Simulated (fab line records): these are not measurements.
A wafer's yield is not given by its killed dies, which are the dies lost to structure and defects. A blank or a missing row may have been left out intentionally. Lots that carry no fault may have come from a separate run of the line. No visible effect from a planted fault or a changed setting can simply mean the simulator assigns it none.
Chamber matching || flow n5 finfet || 4 sister chambers for N5_SD_EPI_P_ETCH_16 on rie diel-01
The step etches SiO2 in CHF3/O2, target depth 5 nm. 18 wafers are shown with their chamber, then 9 later ones without.

## EACH WAFER AND ITS CHAMBER
{"wafer": "L075.1", "chamber": 2, "drypump motor current A (A)": 6.0, "showerhead plenum p Torr (Torr)": 2.46, "throttle valve pct (%)": 18.91}
{"wafer": "L075.3", "chamber": 0, "drypump motor current A (A)": 5.2, "showerhead plenum p Torr (Torr)": 2.43, "throttle valve pct (%)": 19.18}
{"wafer": "L075.5", "chamber": 1, "drypump motor current A (A)": 4.9, "showerhead plenum p Torr (Torr)": 2.49, "throttle valve pct (%)": 18.79}
{"wafer": "L076.2", "chamber": 3, "drypump motor current A (A)": 5.9, "showerhead plenum p Torr (Torr)": 2.31, "throttle valve pct (%)": 18.95}
{"wafer": "L076.5", "chamber": 3, "drypump motor current A (A)": 5.9, "showerhead plenum p Torr (Torr)": 2.31, "throttle valve pct (%)": 18.93}
{"wafer": "L076.6", "chamber": 2, "drypump motor current A (A)": 6.0, "showerhead plenum p Torr (Torr)": 2.46, "throttle valve pct (%)": 18.91}
{"wafer": "L077.2", "chamber": 3, "drypump motor current A (A)": 5.9, "showerhead plenum p Torr (Torr)": 2.31, "throttle valve pct (%)": 18.94}
{"wafer": "L077.3", "chamber": 0, "drypump motor current A (A)": 5.2, "showerhead plenum p Torr (Torr)": 2.43, "throttle valve pct (%)": 19.20}
{"wafer": "L077.6", "chamber": 0, "drypump motor current A (A)": 5.2, "showerhead plenum p Torr (Torr)": 2.43, "throttle valve pct (%)": 19.19}
{"wafer": "L079.1", "chamber": 1, "drypump motor current A (A)": 4.8, "showerhead plenum p Torr (Torr)": 2.49, "throttle valve pct (%)": 18.80}
{"wafer": "L079.2", "chamber": 2, "drypump motor current A (A)": 6.0, "showerhead plenum p Torr (Torr)": 2.46, "throttle valve pct (%)": 18.90}
{"wafer": "L079.5", "chamber": 2, "drypump motor current A (A)": 6.0, "showerhead plenum p Torr (Torr)": 2.46, "throttle valve pct (%)": 18.93}
{"wafer": "L086.1", "chamber": 2, "drypump motor current A (A)": 6.0, "showerhead plenum p Torr (Torr)": 2.46, "throttle valve pct (%)": 18.93}
{"wafer": "L086.3", "chamber": 3, "drypump motor current A (A)": 5.9, "showerhead plenum p Torr (Torr)": 2.30, "throttle valve pct (%)": 18.96}
{"wafer": "L086.4", "chamber": 0, "drypump motor current A (A)": 5.2, "showerhead plenum p Torr (Torr)": 2.43, "throttle valve pct (%)": 19.22}
{"wafer": "L089.2", "chamber": 1, "drypump motor current A (A)": 4.8, "showerhead plenum p Torr (Torr)": 2.48, "throttle valve pct (%)": 18.82}
{"wafer": "L089.4", "chamber": 2, "drypump motor current A (A)": 6.0, "showerhead plenum p Torr (Torr)": 2.45, "throttle valve pct (%)": 18.96}
{"wafer": "L089.5", "chamber": 1, "drypump motor current A (A)": 4.8, "showerhead plenum p Torr (Torr)": 2.48, "throttle valve pct (%)": 18.82}

SIGNATURES (means of the wafers above)
{"reading": "drypump motor current A", "chamber 0": 5.200, "chamber 1": 4.825, "chamber 2": 6.000, "chamber 3": 5.900, "scatter within a chamber": 0.0231}
{"reading": "showerhead plenum p Torr", "chamber 0": 2.4300, "chamber 1": 2.4850, "chamber 2": 2.4583, "chamber 3": 2.3075, "scatter within a chamber": 0.0043}
{"reading": "throttle valve pct", "chamber 0": 19.1975, "chamber 1": 18.8075, "chamber 2": 18.9233, "chamber 3": 18.9450, "scatter within a chamber": 0.0177}
Rule: distance of a wafer from a chamber = root of the sum over the readings of ((wafer's reading minus chamber's mean) / reading's scatter) squared. If the next closest chamber is less than 2 further off than the closest, the wafer can't be placed; otherwise it belongs to the closest. The scatter: the root of (the sum of the squares of (reading less its chamber's mean) over the shown wafers, divided by (wafers less chambers)).

## WAFERS WITHOUT THEIR CHAMBER
{"wafer": "L090.1", "drypump motor current A (A)": 5.2, "showerhead plenum p Torr (Torr)": 2.42, "throttle valve pct (%)": 19.22}
{"wafer": "L090.3", "drypump motor current A (A)": 4.9, "showerhead plenum p Torr (Torr)": 2.48, "throttle valve pct (%)": 18.81}
{"wafer": "L090.5", "drypump motor current A (A)": 4.9, "showerhead plenum p Torr (Torr)": 2.48, "throttle valve pct (%)": 18.81}
{"wafer": "L091.3", "drypump motor current A (A)": 6.0, "showerhead plenum p Torr (Torr)": 2.45, "throttle valve pct (%)": 18.97}
{"wafer": "L091.5", "drypump motor current A (A)": 4.8, "showerhead plenum p Torr (Torr)": 2.48, "throttle valve pct (%)": 18.81}
{"wafer": "L091.6", "drypump motor current A (A)": 6.0, "showerhead plenum p Torr (Torr)": 2.45, "throttle valve pct (%)": 18.96}
{"wafer": "L092.1", "drypump motor current A (A)": 5.2, "showerhead plenum p Torr (Torr)": 2.42, "throttle valve pct (%)": 19.24}
{"wafer": "L092.2", "drypump motor current A (A)": 5.9, "showerhead plenum p Torr (Torr)": 2.30, "throttle valve pct (%)": 18.97}
{"wafer": "L092.3", "drypump motor current A (A)": 6.0, "showerhead plenum p Torr (Torr)": 2.45, "throttle valve pct (%)": 18.95}

## CHAMBER TAKEN BY EACH
{"wafer": "L090.1", "from the rows above": 0, "in truth": 0}
{"wafer": "L090.3", "from the rows above": 1, "in truth": 1}
{"wafer": "L090.5", "from the rows above": 1, "in truth": 1}
{"wafer": "L091.3", "from the rows above": 2, "in truth": 2}
{"wafer": "L091.5", "from the rows above": 1, "in truth": 1}
{"wafer": "L091.6", "from the rows above": 2, "in truth": 2}
{"wafer": "L092.1", "from the rows above": 0, "in truth": 0}
{"wafer": "L092.2", "from the rows above": 3, "in truth": 3}
{"wafer": "L092.3", "from the rows above": 2, "in truth": 2}
Correct placement for 9 of the 9. Number that these rows cannot place: 0. Number placed wrongly: 0.
